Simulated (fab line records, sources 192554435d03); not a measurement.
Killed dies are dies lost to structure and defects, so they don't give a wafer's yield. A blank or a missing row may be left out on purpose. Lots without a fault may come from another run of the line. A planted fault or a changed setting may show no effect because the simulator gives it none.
Which tool did it? | flow n5_finfet | 8 lots, 24 wafers sampled, at 5 steps of a route of 1938

WHAT THE GAUGES READ, wafer by wafer
N5_BEOL_M4_RC_MEAS_101.
lot  | measured     | on        | DIBL_N (mV/V)
L185 | day 8 02:04  | prober-02 | 34.0 33.7 33.8
L187 | day 8 21:16  | prober-02 | 37.6 38.4 35.2
L188 | day 8 19:33  | prober-01 | 36.1 35.2 34.5
L196 | day 11 19:35 | prober-01 | 36.0 37.1 36.7
L197 | day 11 16:36 | prober-01 | 32.9 33.4 33.5
L199 | day 12 03:42 | prober-02 | 36.6 36.5 36.6
L206 | day 14 07:29 | prober-02 | 38.7 37.4 36.1
L207 | day 14 10:37 | prober-01 | 35.0 35.0 35.9

WHICH TOOL RAN EACH LOT (tool, then ch and the chambers of the sampled wafers, then the start)
lot  | N5_FIN_SAQP_HM_OPEN_73            | N5_FIN_SAQP_STRIP_55              | N5_FIN_SAQP_ETCH_69               | N5_FIN_SAQP_SPACER2_ETCHBACK_29
L185 | rie_diel-06 ch 0,1, day 2 04:23   | rie_diel-06 ch 1,2, day 2 04:35   | rie_diel-01 ch 0,1,3, day 2 07:22 | rie_diel-01 ch 0,1, day 2 08:02
L187 | rie_diel-06 ch 1,2,3, day 2 16:35 | rie_diel-01 ch 0,1,3, day 2 16:46 | rie_diel-01 ch 0,3, day 2 20:11   | rie_diel-06 ch 0,2, day 2 20:50
L188 | rie_diel-01 ch 0,2, day 2 22:25   | rie_diel-01 ch 2,3, day 2 22:37   | rie_diel-06 ch 0,3, day 3 01:22   | rie_diel-01 ch 1,3, day 3 02:22
L196 | rie_diel-02 ch 2,3, day 4 23:25   | rie_diel-06 ch 1,2,3, day 4 23:40 | rie_diel-01 ch 2,3, day 5 02:13   | rie_diel-02 ch 0,1,2, day 5 02:51
L197 | rie_diel-01 ch 0,1,2, day 5 04:47 | rie_diel-01 ch 0,1,2, day 5 04:59 | rie_diel-01 ch 1,2, day 5 07:19   | rie_diel-01 ch 0,1,3, day 5 08:00
L199 | rie_diel-02 ch 0,2,3, day 5 18:00 | rie_diel-02 ch 2,3, day 5 18:11   | rie_diel-02 ch 0,2,3, day 5 20:36 | rie_diel-02 ch 0,2,3, day 5 21:14
L206 | rie_diel-06 ch 0,2,3, day 7 11:25 | rie_diel-06 ch 0,1,2, day 7 11:36 | rie_diel-06 ch 0,3, day 7 14:02   | rie_diel-06 ch 0,1,3, day 7 14:40
L207 | rie_diel-01 ch 1,3, day 7 16:23   | rie_diel-02 ch 1,2, day 7 16:34   | rie_diel-02 ch 0,1,3, day 7 19:06 | rie_diel-02 ch 1,2,3, day 7 19:44
- N5_FIN_SAQP_HM_OPEN_73: chemistry CHF3/O2, target SiO2, stops on a-Si, target depth 12 nm, time 16.8 s.
- N5_FIN_SAQP_STRIP_55: strips in N2/H2.
- N5_FIN_SAQP_ETCH_69: etches SOC in N2/H2, stops on SiNx, target depth 150 nm.
- N5_FIN_SAQP_SPACER2_ETCHBACK_29: etches SiO2 in CHF3/O2, target depth 12.2 nm, time 6.1 s.

THE ANSWER, worked out from the rows above alone
Rule: what is usual is taken from the lots themselves. Put in order of their means at a reading, lots are off if they are a third of the lots or fewer, leave a main group of 4 or more, and stand apart from it by a gap of 3 or more times the standard deviation of the main group's means; of several such gaps the widest counts. A main group whose means are all the same, to the digits that the tables above print for the reading, isn't used. A lot without any number at a reading at which 4 lots or more have one is off too. The other lots that the step has rows for count as sound.
No lot is off at any reading shown: from this, nothing can be told.

WHAT THE SIMULATOR HAD PUT IN
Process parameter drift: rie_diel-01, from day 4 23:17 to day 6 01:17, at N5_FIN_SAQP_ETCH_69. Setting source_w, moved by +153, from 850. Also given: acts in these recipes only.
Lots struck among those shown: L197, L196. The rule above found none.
